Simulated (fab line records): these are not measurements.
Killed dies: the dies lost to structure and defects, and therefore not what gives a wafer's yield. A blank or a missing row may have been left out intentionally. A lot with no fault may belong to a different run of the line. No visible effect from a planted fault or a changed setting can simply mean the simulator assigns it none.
fab line records	flow n5_finfet
record lots=5	wafers=15	last_day=18
route steps=1938 shown SD_EPI_N@290 SD_EPI_P@295 BEOL_M4@1111
lots untouched by any fault: they come from a run of this same line in which no faults occurred
start_h: hours from the record's first day to the start of the lot's first wafer shown	wait_h: time in hours since the lot's previous step	" unchanged from the row above	L1.1+2: one row covering several wafers at once	- no value, or no start was given	* or withheld: withheld	< > ~ a bound
route shown NAME@n: names a module that has steps shown in the file, with the first one's number in the route	usual: the fault-free wafers' mean and standard deviation	same: alike in all rows	chamber/n: place in a boat	sites: each site's reading	_std_site: their standard deviation	_edge_site: outer sites' mean less inner sites'	radius_mm: for every site, how far away it sits from the centre of the wafer	mask NAME#n: copy n	behind: the tool/chamber that last shaped the wafer	hold: reason for holding the lot/hours on hold/outcome of the hold	device: names the non-switching transistor (n, p or np)	end of line: at the end of the route, the tests of the same wafers	a step given without rows: its recipe and nothing more	killed: not the wafer's yield, but the dies lost to structure and defects at the first sort	map: the dies of a wafer, with x for killed, . for not killed, _ for no die there
set.NAME: the setting as run; set.NAME@STEP: as run at that earlier step	model.NAME: the simulator's own value behind a step, which no gauge read
lots at some steps of the route; a table a step, a row a wafer
services: the hour from which a tool's chamber was out of use, counted from the record's first day as start_h (under 0 if before that day), plus the number of hours and why
## steps
# step N5_SD_EPI_N_PRECLEAN_24
# recipe chemistry=O3/DIW	time_s=60	temp_c=22	o3_ppm=10
# step N5_SD_EPI_N_SRD_25
# recipe time_s=30	temp_c=23	rinse_liquid=diw	dry=ipa_marangoni
# step N5_SD_EPI_N_PRECLEAN_49
# recipe chemistry=NF3:NH3	afs_cycles=1	temp_c=30	time_s=20	sublimation_temp_c=180	sublimation_time_s=60	pressure_torr=3	rf_power_w=30
# step N5_SD_EPI_N_LINER_46
# recipe material=SiNx	target_thk_a=30	temp_c=400	ald_precursor_family=SiH2I2	ald_co_reactant=N2/H2-plasma	pressure_torr=2
# step N5_SD_EPI_N_INSPECT_26
# recipe inspect_instrument=darkfield	mode=post_epi
# usual raw_defect_count=202/41
lot.wafer	tool	chamber	start_h	wait_h	raw_defect_count
L269.1	defect_inspect-02	-	84.33	0.1	184
L269.2	"	-	"	"	228
L269.4	"	-	"	"	241
L272.2	defect_inspect-01	-	103.79	0.1	229
L272.5	"	-	"	"	164
L272.6	"	-	"	"	205
L273.2	defect_inspect-02	-	108.39	0.1	170
L273.3	"	-	"	"	239
L273.5	"	-	"	"	175
L279.1	defect_inspect-01	-	147.38	0.1	262
L279.3	"	-	"	"	187
L279.6	"	-	"	"	205
L280.2	defect_inspect-01	-	148.10	0.1	157
L280.3	"	-	"	"	165
L280.6	"	-	"	"	191
# step N5_SD_EPI_P_COAT_34
# recipe resist=SOC	temp_c=250	time_s=60	spin_rpm=1500	resist_thk_nm=350
# step N5_SD_EPI_P_COAT_35
# recipe resist=SiARC	temp_c=220	time_s=60	spin_rpm=1500	resist_thk_nm=35
# step N5_SD_EPI_P_COAT_03
# recipe resist=CAR-ArF-block	spin_rpm=1500	resist_thk_nm=150
# step N5_SD_EPI_P_EBR_05
# recipe solvent=PGMEA	ebr_width_mm=1.5
# step N5_SD_EPI_P_SOFTBAKE_04
# recipe temp_c=110	time_s=60	resist=CAR-ArF-block
# step N5_SD_EPI_P_EXPOSE_06
# recipe mask_id=SD_P_BLK	na=1.35	source_shape=conventional	sigma_outer=0.8	polarization=unpolarized	target_cd_nm=240	dose_mj=39.5
# step N5_SD_EPI_P_PEB_07
# recipe peb_temp_c=110	peb_time_s=60	resist=CAR-ArF-block
# step N5_SD_EPI_P_DEVELOP_08
# recipe develop_time_s=30	developer=TMAH	resist=CAR-ArF-block	dev_temp_c=23	rinse_liquid=diw	dry=air_spin
lot.wafer	tool	chamber	start_h	wait_h
L269.1+2+4	litho_track-01	0	84.67	-
L272.2+5+6	litho_track-01	0	104.01	-
L273.2+3+5	litho_track-04	0	108.74	-
L279.1+3+6	litho_track-04	0	147.59	-
L280.2+3+6	litho_track-05	0	148.31	-
# step N5_SD_EPI_P_CD_MEAS_09
# recipe target_cd_nm=240	landing_energy_ev=500	detector=se_inlens
# usual cd_nm=240.1/0.61
lot.wafer	tool	chamber	start_h	wait_h	cd_nm
L269.1	cd_sem-01	0	84.73	-	241.6
L269.2	"	0	"	"	239.7
L269.4	"	0	"	"	239.7
L272.2	cd_sem-03	0	104.07	-	239.8
L272.5	"	0	"	"	239.4
L272.6	"	0	"	"	241.5
L273.2	cd_sem-03	0	108.79	-	240.8
L273.3	"	0	"	"	241.5
L273.5	"	0	"	"	240.5
L279.1	cd_sem-01	0	147.65	-	240.4
L279.3	"	0	"	"	240.1
L279.6	"	0	"	"	241.3
L280.2	cd_sem-02	0	148.37	-	240.5
L280.3	"	0	"	"	240.3
L280.6	"	0	"	"	240.2
# step N5_SD_EPI_P_OVL_MEAS_10
# recipe points_per_wafer=44
# usual SD_P_BLK_OVL=-0.3/0.85
lot.wafer	tool	chamber	start_h	wait_h	SD_P_BLK_OVL[nm]
L269.1	overlay-01	0	84.76	0.0	-1.2
L269.2	"	0	"	"	0.2
L269.4	"	0	"	"	-0.7
L272.2	overlay-01	0	104.10	0.0	-1.3
L272.5	"	0	"	"	-0.5
L272.6	"	0	"	"	-1.1
L273.2	overlay-02	0	108.82	0.0	1.4
L273.3	"	0	"	"	0.2
L273.5	"	0	"	"	0.6
L279.1	overlay-02	0	147.68	0.0	0.9
L279.3	"	0	"	"	1.0
L279.6	"	0	"	"	0.2
L280.2	overlay-02	0	148.40	0.0	0.4
L280.3	"	0	"	"	-0.4
L280.6	"	0	"	"	0.6
# step N5_SD_EPI_P_INSPECT_11
# recipe mode=adi	inspect_instrument=macro
# usual raw_defect_count=2.0/1.4
lot.wafer	tool	chamber	start_h	wait_h	raw_defect_count
L269.1	defect_inspect-01	-	84.79	0.0	1
L269.2	"	-	"	"	0
L269.4	"	-	"	"	1
L272.2	defect_inspect-02	-	104.12	0.0	3
L272.5	"	-	"	"	3
L272.6	"	-	"	"	1
L273.2	defect_inspect-02	-	108.85	0.0	2
L273.3	"	-	"	"	1
L273.5	"	-	"	"	2
L279.1	defect_inspect-01	-	147.70	0.0	1
L279.3	"	-	"	"	1
L279.6	"	-	"	"	2
L280.2	defect_inspect-01	-	148.42	0.0	2
L280.3	"	-	"	"	2
L280.6	"	-	"	"	3
# step N5_SD_EPI_P_DESCUM_14
# recipe chemistry=O2	time_s=7.9	source_power_w=50	bias_power_w=20	pressure_mtorr=20	rf_frequency_hz=2.712e+07	temp_c=40	resist=CAR-ArF-block	o2_flow_sccm=225
# usual bias_power_w=20.01/0.057	drypump_motor_current_A=5.8/0.37	oes_product_au=0.77/0.081	rf_vpp_V=243.1/1.3	showerhead_plenum_p_Torr=2.09/0.068	throttle_valve_pct=20.52/0.17
lot.wafer	tool	chamber	start_h	wait_h	bias_power_w	drypump_motor_current_A	oes_product_au	rf_hours_counter_h	rf_vpp_V	showerhead_plenum_p_Torr	throttle_valve_pct	model.SD_EPI_P.cd_nm
L269.1	rie_diel-03	1	84.93	0.1	20.01	5.8	0.75	152	245.1	2.09	20.67	241.4
L269.2	"	3	"	"	19.97	5.5	0.74	147	245.3	2.19	20.53	239.8
L269.4	"	0	"	"	20.02	5.9	0.85	65	244.7	2.20	20.35	239.4
L272.2	rie_diel-03	0	104.15	0.0	19.98	5.9	0.84	71	244.5	2.20	20.34	240.2
L272.5	"	1	"	"	20.07	5.7	0.74	-	243.8	2.09	20.69	239.4
L272.6	"	0	"	"	20.00	5.9	0.84	-	245.2	2.20	20.35	241.6
L273.2	rie_diel-03	1	108.98	0.1	19.85	5.7	0.75	159	243.1	2.09	20.70	240.8
L273.3	"	2	"	"	20.05	5.7	0.72	182	241.2	2.00	20.49	241
L273.5	"	0	"	"	20.01	6.0	0.83	-	245.2	2.20	20.35	240.4
L279.1	rie_diel-02	1	147.74	0.0	20.04	5.6	0.77	151	242.2	2.01	20.67	240.4
L279.3	"	3	"	"	19.92	5.9	0.74	172	242.6	2.01	20.39	240.6
L279.6	"	0	"	"	20.03	4.8	0.68	-	245.8	2.15	20.80	241.4
L280.2	rie_diel-03	3	148.46	0.0	19.89	5.5	0.72	167	244.9	2.18	20.58	240.2
L280.3	"	0	"	"	19.92	6.0	0.83	83	245.0	2.19	20.37	240.2
L280.6	"	2	"	"	19.93	5.7	0.71	-	243.3	2.00	20.51	240.2
# step N5_SD_EPI_P_ETCH_36
# recipe chemistry=CF4	target=SiARC	target_depth_a=455	mask_material=CAR-ArF-block	time_s=75.8	ion_energy_ev=80	pressure_mtorr=40	source_w=545	bias_w=36	Ar_flow_sccm=100	cf4_flow_sccm=100	ends=cleared
# usual drypump_motor_current_A=5.8/0.36	etch_rf_on_time_s=75.8/1.2	oes_product_au=0.66/0.068	rf_vpp_V=184.2/1.2	showerhead_plenum_p_Torr=2.14/0.068	throttle_valve_pct=15.69/0.18
lot.wafer	tool	chamber	start_h	wait_h	drypump_motor_current_A	etch_rf_on_time_s	oes_product_au	rf_hours_counter_h	rf_vpp_V	showerhead_plenum_p_Torr	throttle_valve_pct
L269.1	rie_diel-03	1	84.97	0.0	5.8	76.0	0.64	152	183.0	2.14	15.86
L269.2	"	3	"	"	5.5	77.2	0.62	147	185.0	2.23	15.67
L269.4	"	0	"	"	5.9	75.7	0.72	65	187.0	2.26	15.55
L272.2	rie_diel-03	0	104.19	0.0	5.9	75.3	0.72	71	185.6	2.25	15.59
L272.5	"	1	"	"	5.8	76.2	0.63	-	184.2	2.14	15.89
L272.6	"	0	"	"	5.9	75.2	0.71	-	184.6	2.25	15.58
L273.2	rie_diel-03	1	109.02	0.0	5.7	76.8	0.63	159	185.1	2.14	15.89
L273.3	"	2	"	"	5.7	76.3	0.61	182	183.3	2.05	15.73
L273.5	"	0	"	"	5.9	75.4	0.72	-	185.5	2.25	15.60
L279.1	rie_diel-02	1	147.77	0.0	5.6	75.8	0.65	151	183.2	2.05	15.79
L279.3	"	3	"	"	5.9	74.0	0.64	172	183.4	2.06	15.56
L279.6	"	0	"	"	4.8	76.5	0.59	-	186.0	2.19	15.94
L280.2	rie_diel-03	3	148.49	0.0	5.5	76.6	0.61	167	184.7	2.22	15.73
L280.3	"	0	"	"	5.9	74.7	0.71	83	184.4	2.25	15.60
L280.6	"	2	"	"	5.7	75.8	0.61	-	183.0	2.05	15.75
# step N5_SD_EPI_P_ETCH_37
# recipe chemistry=N2/H2	target=SOC	overetch_a=1080	mask_material=SiARC	temp_c=40	ion_energy_ev=100	source_w=3000	bias_w=133	pressure_mtorr=20	time_s=486	n2_flow_sccm=200	h2_flow_sccm=200	ends=end_point
# usual drypump_motor_current_A=5.8/0.36	n2_flow_sccm=200.0/0.62	oes_product_au=0.69/0.068	rf_vpp_V=240.7/1.5	showerhead_plenum_p_Torr=2.54/0.086	throttle_valve_pct=23.98/0.22
lot.wafer	tool	chamber	start_h	wait_h	drypump_motor_current_A	n2_flow_sccm	oes_product_au	rf_hours_counter_h	rf_vpp_V	showerhead_plenum_p_Torr	throttle_valve_pct
L269.1	rie_diel-03	1	85.02	0.0	5.8	198.7	0.67	152	241.4	2.54	24.39
L269.2	"	3	"	"	5.5	200.5	0.65	147	241.6	2.65	23.85
L269.4	"	0	"	"	5.9	199.6	0.75	66	242.9	2.69	24.07
L272.2	rie_diel-03	0	104.25	0.0	5.9	199.9	0.75	71	242.6	2.68	24.07
L272.5	"	1	"	"	5.7	200.5	0.68	-	240.9	2.54	24.42
L272.6	"	0	"	"	5.9	199.9	0.75	-	243.1	2.68	24.08
L273.2	rie_diel-03	1	109.07	0.0	5.8	200.7	0.66	159	239.2	2.54	24.41
L273.3	"	2	"	"	5.7	199.2	0.64	182	240.0	2.43	23.76
L273.5	"	0	"	"	5.9	201.7	0.74	-	243.2	2.68	24.06
L279.1	rie_diel-02	1	147.83	0.0	5.6	200.9	0.68	151	238.6	2.43	24.13
L279.3	"	3	"	"	5.9	200.7	0.66	172	239.2	2.43	23.93
L279.6	"	0	"	"	4.8	199.7	0.61	-	241.8	2.60	24.17
L280.2	rie_diel-03	3	148.55	0.0	5.5	199.8	0.65	167	242.2	2.64	23.88
L280.3	"	0	"	"	5.9	200.5	0.74	83	241.5	2.68	24.09
L280.6	"	2	"	"	5.7	199.3	0.63	-	239.4	2.42	23.76
# step N5_SD_EPI_P_STRIP_38
# recipe chemistry=N2/H2	temp_c=40	n2_flow_sccm=200	h2_flow_sccm=200	rf_frequency_hz=6e+07
# step N5_SD_EPI_P_ETCHBACK_46
# recipe chemistry=CH3F/O2	mode=anisotropic_etchback	target=SiNx	target_depth_a=175	stop_on=SiO2	over_etch_frac=0.3	ion_energy_ev=120	pressure_mtorr=30	source_w=395	bias_w=73	Ar_flow_sccm=150	CH3F_flow_sccm=30	O2_flow_sccm=20
# usual O2_flow_sccm=19.99/0.064	drypump_motor_current_A=5.8/0.35	oes_ar_750_au=0.77/0.077	oes_product_au=0.66/0.065	rf_vpp_V=297.2/2.3	showerhead_plenum_p_Torr=2.00/0.066	throttle_valve_pct=16.44/0.18
# same over_etch_frac=0.3
lot.wafer	tool	chamber	start_h	wait_h	O2_flow_sccm	drypump_motor_current_A	oes_ar_750_au	oes_product_au	rf_hours_counter_h	rf_vpp_V	showerhead_plenum_p_Torr	throttle_valve_pct
L269.1	rie_diel-03	1	85.35	0.0	20.09	5.7	0.75	0.64	152	294.7	2.01	16.65
L269.2	"	3	"	"	20.05	5.6	0.73	0.63	147	299.1	2.09	16.46
L269.4	"	0	"	"	19.88	5.9	0.85	0.72	66	298.4	2.11	16.27
L272.2	rie_diel-03	0	104.57	0.0	19.98	5.9	0.84	0.72	71	296.9	2.10	16.29
L272.5	"	1	"	"	19.91	5.8	0.75	0.64	-	295.1	2.01	16.67
L272.6	"	0	"	"	19.95	5.9	0.84	0.72	-	297.5	2.10	16.28
L273.2	rie_diel-03	1	109.40	0.0	19.99	5.7	0.74	0.63	159	293.8	2.01	16.66
L273.3	"	2	"	"	19.94	5.7	0.72	0.62	182	299.3	1.92	16.50
L273.5	"	0	"	"	19.93	6.0	0.84	0.72	-	298.3	2.10	16.30
L279.1	rie_diel-02	1	148.15	0.0	20.03	5.6	0.76	0.65	151	294.4	1.92	16.54
L279.3	"	3	"	"	19.90	5.9	0.74	0.63	172	292.1	1.91	16.29
L279.6	"	0	"	"	19.99	4.8	0.69	0.59	-	297.0	2.05	16.68
L280.2	rie_diel-03	3	148.87	0.0	19.99	5.5	0.72	0.62	167	299.2	2.08	16.50
L280.3	"	0	"	"	19.97	5.9	0.83	0.70	83	299.4	2.10	16.32
L280.6	"	2	"	"	19.99	5.7	0.71	0.60	-	297.0	1.91	16.51
# step N5_SD_EPI_P_ETCH_47
# recipe chemistry=CH3F/O2	target=SiOCN	target_depth_a=250	mask_material=SOC	ion_energy_ev=60	bias_w=29	pressure_mtorr=30	source_w=410	Ar_flow_sccm=150	CH3F_flow_sccm=30	O2_flow_sccm=20
# usual O2_flow_sccm=20.00/0.061	drypump_motor_current_A=5.8/0.35	oes_ar_750_au=0.77/0.076	oes_product_au=0.77/0.081	rf_vpp_V=127.3/1.3	showerhead_plenum_p_Torr=2.00/0.066	throttle_valve_pct=16.41/0.18
lot.wafer	tool	chamber	start_h	wait_h	O2_flow_sccm	drypump_motor_current_A	oes_ar_750_au	oes_product_au	rf_hours_counter_h	rf_vpp_V	showerhead_plenum_p_Torr	throttle_valve_pct
L269.1	rie_diel-03	1	85.45	0.1	19.94	5.7	0.75	0.75	153	125.9	2.01	16.64
L269.2	"	3	"	"	20.02	5.5	0.73	0.74	147	127.2	2.09	16.43
L269.4	"	0	"	"	19.94	5.9	0.84	0.86	66	128.3	2.11	16.26
L272.2	rie_diel-03	0	104.67	0.1	20.03	6.0	0.84	0.84	71	127.8	2.10	16.27
L272.5	"	1	"	"	20.06	5.7	0.75	0.74	-	125.4	2.01	16.64
L272.6	"	0	"	"	20.01	6.0	0.84	0.84	-	128.4	2.10	16.27
L273.2	rie_diel-03	1	109.50	0.1	19.94	5.7	0.75	0.74	159	124.9	2.01	16.65
L273.3	"	2	"	"	19.99	5.7	0.72	0.72	182	128.6	1.92	16.46
L273.5	"	0	"	"	19.97	6.0	0.84	0.84	-	128.7	2.10	16.27
L279.1	rie_diel-02	1	148.25	0.1	20.02	5.6	0.76	0.75	151	126.5	1.91	16.52
L279.3	"	3	"	"	19.99	5.9	0.74	0.74	172	126.9	1.91	16.26
L279.6	"	0	"	"	20.03	4.8	0.69	0.68	-	127.1	2.05	16.65
L280.2	rie_diel-03	3	148.97	0.1	19.98	5.5	0.71	0.72	167	129.3	2.08	16.48
L280.3	"	0	"	"	19.94	5.9	0.82	0.83	83	128.7	2.10	16.30
L280.6	"	2	"	"	20.00	5.7	0.70	0.72	-	128.1	1.91	16.49
# step N5_SD_EPI_P_ETCH_16
# recipe chemistry=CHF3/O2	target=SiO2	target_depth_a=50	mask_material=SOC	pressure_mtorr=30	source_w=650	bias_w=170	Ar_flow_sccm=200	CHF3_flow_sccm=50	O2_flow_sccm=5	ion_energy_ev=200
# usual O2_flow_sccm=5.000/0.014	drypump_motor_current_A=5.8/0.35	oes_ar_750_au=0.77/0.076	oes_product_au=0.77/0.081	rf_vpp_V=524/4.4	showerhead_plenum_p_Torr=2.41/0.076	throttle_valve_pct=19.00/0.18
lot.wafer	tool	chamber	start_h	wait_h	O2_flow_sccm	drypump_motor_current_A	oes_ar_750_au	oes_product_au	rf_hours_counter_h	rf_vpp_V	showerhead_plenum_p_Torr	throttle_valve_pct
L269.1	rie_diel-03	1	85.55	0.1	5.008	5.8	0.75	0.75	153	521	2.42	19.21
L269.2	"	3	"	"	4.997	5.5	0.73	0.74	147	527	2.51	19.02
L269.4	"	0	"	"	5.015	5.9	0.85	0.85	66	528	2.53	18.85
L272.2	rie_diel-03	0	104.77	0.1	5.024	5.9	0.84	0.85	71	526	2.53	18.89
L272.5	"	1	"	"	5.013	5.8	0.75	0.75	-	519	2.42	19.22
L272.6	"	0	"	"	4.990	5.9	0.83	0.84	-	527	2.53	18.88
L273.2	rie_diel-03	1	109.60	0.1	4.989	5.8	0.75	0.74	159	519	2.41	19.22
L273.3	"	2	"	"	5.023	5.7	0.71	0.72	183	524	2.31	19.03
L273.5	"	0	"	"	4.995	5.9	0.83	0.84	-	525	2.53	18.88
L279.1	rie_diel-02	1	148.35	0.1	5.009	5.6	0.76	0.75	151	518	2.31	19.09
L279.3	"	3	"	"	4.984	5.9	0.74	0.74	172	513	2.31	18.81
L279.6	"	0	"	"	5.012	4.8	0.69	0.68	-	524	2.46	19.18
L280.2	rie_diel-03	3	149.07	0.1	4.992	5.5	0.71	0.72	167	527	2.51	19.07
L280.3	"	0	"	"	5.002	5.9	0.82	0.83	83	525	2.53	18.90
L280.6	"	2	"	"	5.010	5.7	0.71	0.71	-	526	2.31	19.05
# step N5_SD_EPI_P_STRIP_50
# recipe chemistry=CHF3/O2	resist=SiARC	rf_frequency_hz=6e+07
# step N5_SD_EPI_P_SD_RECESS_17
# recipe chemistry=HBr/Cl2/O2	target_depth_a=391	bt_time_s=3	pressure_mtorr=10	icp_w=800	bias_w=112	HBr_flow_sccm=150	Cl2_flow_sccm=80	O2_flow_sccm=12
# usual HBr_flow_sccm=149.9/0.44	O2_flow_sccm=12.00/0.038	drypump_motor_current_A=5.5/0.47	oes_product_au=1.005/0.016	throttle_valve_pct=37.1/0.31
lot.wafer	tool	chamber	start_h	wait_h	HBr_flow_sccm	O2_flow_sccm	drypump_motor_current_A	oes_product_au	rf_hours_counter_h	throttle_valve_pct	model.SD_EPI_P.cd_nm
L269.1	rie_si-06	3	85.62	0.0	149.6	12.02	5.6	1.001	13	37.3	240.4
L269.2	"	2	"	"	149.9	12.01	5.7	0.984	3	36.7	240
L269.4	"	1	"	"	150.3	11.96	5.6	1.026	186	37.0	240
L272.2	rie_si-05	3	104.84	0.0	150.3	11.99	6.1	1.000	67	37.3	239.8
L272.5	"	3	"	"	150.2	12.01	6.2	0.990	-	37.3	238.6
L272.6	"	2	"	"	150.2	12.02	5.2	0.973	-	36.7	241.8
L273.2	rie_si-06	2	109.67	0.0	149.8	12.01	5.7	0.989	4	36.7	241.4
L273.3	"	1	"	"	149.7	12.00	5.6	1.032	186	37.0	241.4
L273.5	"	0	"	"	149.4	12.03	5.0	1.014	-	37.0	240.6
L279.1	rie_si-06	0	148.42	0.0	149.9	12.01	5.0	1.016	20	37.0	241.8
L279.3	"	2	"	"	148.7	12.02	5.7	0.977	4	36.7	242
L279.6	"	0	"	"	149.9	11.99	5.0	1.011	-	37.0	241.8
L280.2	rie_si-05	3	149.14	0.0	150.6	12.04	6.1	0.992	68	37.3	239.4
L280.3	"	0	"	"	149.9	12.02	5.8	1.022	193	37.1	239.2
L280.6	"	1	"	"	150.0	12.01	5.0	1.001	-	37.6	238.8
# step N5_SD_EPI_P_WET_ETCH_45
# recipe chemistry=dHF	dilution=withheld	time_s=10.7	target=SiO2	target_depth_a=20	temp_c=25	dry=ipa_marangoni	rinse_time_s=30	rinse_temp_c=23
# step N5_BEOL_M4_RC_MEAS_101
# usual DIBL_N=36.5/1.2	DIBL_P=36.5/1.6	IOFF_N=0.162/0.023	IOFF_P=0.221/0.03	ION_N=678/8	ION_P=466/6.3	SS_N=71.6/0.46	SS_P=73.3/0.57	VT_N=249.2/2.6	VT_P=-249/3.3
lot.wafer	tool	chamber	start_h	wait_h	DIBL_N[mV/V]	DIBL_P[mV/V]	IOFF_N[nA/um]	IOFF_P[nA/um]	ION_N[uA/um]	ION_P[uA/um]	SS_N[mV/dec]	SS_P[mV/dec]	VT_N[mV]	VT_P[mV]
L269.1	prober-02	0	251.10	0.0	37.5	38.4	0.179	0.268	684	474	71.4	73.6	247.0	-245
L269.2	"	0	"	"	36.0	37.3	0.151	0.246	678	475	71.7	73.4	249.6	-247
L269.4	"	0	"	"	34.8	36.4	0.146	0.226	674	478	71.9	73.6	246.5	-246
L272.2	prober-02	0	257.49	0.2	36.9	37.1	0.175	0.222	688	464	71.4	73.4	249.1	-249
L272.5	"	0	"	"	36.6	37.1	0.172	0.214	688	464	71.4	73.7	248.2	-254
L272.6	"	0	"	"	36.4	36.7	0.159	0.211	670	462	71.0	73.2	250.0	-252
L273.2	prober-02	0	265.45	0.2	35.8	33.9	0.134	0.179	674	459	70.8	72.8	249.3	-253
L273.3	"	0	"	"	37.2	36.5	0.172	0.213	681	462	72.0	73.1	245.3	-249
L273.5	"	0	"	"	37.3	36.1	0.162	0.206	673	461	71.6	72.7	249.4	-252
L279.1	prober-02	0	312.30	0.0	36.4	36.1	0.158	0.201	679	463	71.0	72.4	250.3	-251
L279.3	"	0	"	"	36.2	35.2	0.147	0.186	672	454	71.3	73.0	252.0	-253
L279.6	"	0	"	"	36.1	35.6	0.155	0.191	670	461	71.5	72.4	247.4	-252
L280.2	prober-02	0	320.44	0.2	34.9	36.5	0.133	0.208	674	470	71.5	74.0	253.0	-247
L280.3	"	0	"	"	34.6	36.6	0.132	0.221	677	472	71.0	73.5	251.1	-246
L280.6	"	0	"	"	34.5	35.4	0.123	0.193	672	466	72.4	73.1	255.7	-250
## services
tool	chamber	start_h	hours	kind
rie_diel-02	1	107.68	15.5	repair
rie_diel-02	2	107.69	2.9	repair
## key
first_sign none at tools or gauges
model_effect step=N5_SD_EPI_P_DESCUM_14	value=SD_EPI_P.cd_nm	without=239.8	struck=241.6
model_effect step=N5_SD_EPI_P_SD_RECESS_17	value=SD_EPI_P.cd_nm	without=240	struck=241.8
met_at N5_SD_EPI_P_DEVELOP_08
struck_wafers L272.6
onset_between 84.67 104.01
fault kind=process_parameter_drift	tool=litho_track-01	chamber=-	onset_h=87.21	steps=N5_SD_EPI_P_DEVELOP_08	channel=develop_time_s	offset=*	shape=step	end_h=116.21	scope=struck_wafers_only	acts_in=*	stated=*
